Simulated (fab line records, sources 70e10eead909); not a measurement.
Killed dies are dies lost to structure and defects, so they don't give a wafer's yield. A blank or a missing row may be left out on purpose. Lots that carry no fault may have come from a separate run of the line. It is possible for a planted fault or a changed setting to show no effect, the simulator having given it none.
Chamber matching | flow nand harc | 4 sister chambers for NHARC_A_STAIRCASE_DESCUM_186 on rie diel-04
The step chemistry O2, time 3 s. 14 wafers are shown with their chamber, then 7 later ones without.

WAFERS WITH THEIR CHAMBER
wafer  | chamber | showerhead plenum p Torr (Torr) | rf vpp V (V) | oes product au (a.u.)
L077.1 | 3       | 1.80                            | 59.0         | 0.994
L077.2 | 2       | 1.83                            | 57.6         | 1.008
L077.5 | 1       | 1.91                            | 58.4         | 0.995
L089.2 | 3       | 1.79                            | 56.3         | 1.003
L089.5 | 0       | 1.86                            | 57.7         | 1.005
L089.6 | 3       | 1.79                            | 56.6         | 0.995
L087.1 | 2       | 1.82                            | 58.0         | 1.004
L087.2 | 3       | 1.79                            | 55.9         | 1.001
L087.3 | 0       | 1.85                            | 57.1         | 1.016
L090.1 | 1       | 1.90                            | 57.7         | 1.009
L090.4 | 2       | 1.82                            | 58.3         | 0.991
L090.5 | 1       | 1.90                            | 58.3         | 1.004
L092.3 | 1       | 1.90                            | 57.5         | 1.001
L092.5 | 3       | 1.79                            | 55.8         | 0.996

SIGNATURES (averages over the wafers above)
reading                  | chamber 0 | chamber 1 | chamber 2 | chamber 3 | scatter within a chamber
showerhead plenum p Torr | 1.8550    | 1.9025    | 1.8233    | 1.7920    | 0.00521
rf vpp V                 | 57.400    | 57.975    | 57.967    | 56.720    | 0.89
oes product au           | 1.01050   | 1.00225   | 1.00100   | 0.99780   | 0.0062
Rule: for a wafer and a chamber, the distance is found by dividing, reading by reading, the gap between the wafer's reading and the chamber's mean by the reading's scatter, squaring, summing and taking the root. The wafer belongs to the nearest chamber; if the next one is less than 2 further off, it can't be placed. How the scatter is found: for the shown wafers, subtract from each reading the mean of its chamber, square and add these, divide the total by (wafers less chambers), then take the root.

WAFERS WITH NO CHAMBER GIVEN
wafer  | showerhead plenum p Torr (Torr) | rf vpp V (V) | oes product au (a.u.)
L092.6 | 1.85                            | 57.5         | 1.010
L094.1 | 1.85                            | 56.9         | 1.005
L094.2 | 1.79                            | 56.4         | 1.015
L094.3 | 1.90                            | 57.4         | 1.006
L097.1 | 1.89                            | 56.9         | 1.003
L097.5 | 1.78                            | 57.7         | 0.991
L097.6 | 1.81                            | 57.6         | 0.993

CHAMBER TAKEN BY EACH
wafer  | from the rows above     | in truth
L092.6 | 0                       | 0
L094.1 | 0                       | 0
L094.2 | 3                       | 3
L094.3 | 1                       | 1
L097.1 | 1                       | 1
L097.5 | 3                       | 3
L097.6 | can't be placed: 2 or 3 | 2
Correct placement for 6 of the 7. Can't be placed from these rows: 1 (the true chamber is among the candidates in 1). Placed wrongly: 0.
